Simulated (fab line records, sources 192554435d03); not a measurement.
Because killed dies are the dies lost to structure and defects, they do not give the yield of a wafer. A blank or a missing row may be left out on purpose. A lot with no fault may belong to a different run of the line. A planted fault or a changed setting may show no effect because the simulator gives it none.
Matching of chambers | flow n5-finfet | 4 sister chambers for N5_WELL_APT_DESCUM_13 on rie-diel-05
The step chemistry O2, time 7.9 s. 18 wafers are shown with their chamber, then 9 later ones without.

EACH WAFER AND ITS CHAMBER
wafer  | chamber | drypump-motor-current-A (A) | showerhead-plenum-p-Torr (Torr) | throttle-valve-pct (%)
L077.4 | 3       | 5.7                         | 2.089                           | 20.78
L077.5 | 2       | 5.1                         | 2.015                           | 20.43
L077.6 | 1       | 6.0                         | 2.076                           | 20.42
L079.2 | 3       | 5.7                         | 2.088                           | 20.77
L079.4 | 2       | 5.1                         | 2.014                           | 20.43
L079.6 | 3       | 5.7                         | 2.088                           | 20.78
L082.1 | 2       | 5.1                         | 2.011                           | 20.44
L082.3 | 1       | 6.0                         | 2.073                           | 20.44
L082.5 | 2       | 5.2                         | 2.012                           | 20.44
L083.2 | 1       | 6.0                         | 2.072                           | 20.47
L083.5 | 1       | 6.0                         | 2.071                           | 20.47
L083.6 | 0       | 5.1                         | 2.087                           | 20.41
L085.1 | 2       | 5.2                         | 2.009                           | 20.44
L085.2 | 0       | 5.1                         | 2.086                           | 20.41
L085.3 | 1       | 6.0                         | 2.071                           | 20.45
L085.4 | 3       | 5.7                         | 2.083                           | 20.81
L085.5 | 0       | 5.1                         | 2.086                           | 20.41
L085.6 | 1       | 6.0                         | 2.070                           | 20.46

SIGNATURES (means of the wafers above)
reading                  | chamber 0 | chamber 1 | chamber 2 | chamber 3 | scatter within a chamber
drypump-motor-current-A  | 5.100     | 6.000     | 5.140     | 5.700     | 0.0293
showerhead-plenum-p-Torr | 2.08633   | 2.07217   | 2.01220   | 2.08700   | 0.00221
throttle-valve-pct       | 20.4100   | 20.4517   | 20.4360   | 20.7850   | 0.0144
Rule: for each reading, subtract the chamber's mean from the wafer's reading, divide by that reading's scatter and square the result; add these up over the readings and take the root, which gives the wafer's distance from the chamber. If the next closest chamber is less than 2 further off than the closest, the wafer can't be placed; otherwise it belongs to the closest. The scatter: take each reading less its chamber's mean, square it, sum over the shown wafers, divide by the number of wafers less the number of chambers, and take the root.

WAFERS WITHOUT THEIR CHAMBER
wafer  | drypump-motor-current-A (A) | showerhead-plenum-p-Torr (Torr) | throttle-valve-pct (%)
L089.2 | 6.0                         | 2.066                           | 20.46
L089.3 | 5.1                         | 2.005                           | 20.47
L089.6 | 5.8                         | 2.080                           | 20.82
L090.1 | 5.7                         | 2.079                           | 20.82
L090.2 | 6.0                         | 2.066                           | 20.47
L090.6 | 5.8                         | 2.079                           | 20.81
L096.1 | 5.8                         | 2.075                           | 20.84
L096.2 | 6.0                         | 2.062                           | 20.50
L096.3 | 5.1                         | 2.001                           | 20.49

WHICH CHAMBER EACH ONE RAN IN
wafer  | from the rows above | in truth
L089.2 | 1                   | 1
L089.3 | 2                   | 2
L089.6 | 3                   | 3
L090.1 | 3                   | 3
L090.2 | 1                   | 1
L090.6 | 3                   | 3
L096.1 | 3                   | 3
L096.2 | 1                   | 1
L096.3 | 2                   | 2
9 of 9 placed correctly. Number that these rows cannot place: 0. Wrongly placed: 0.
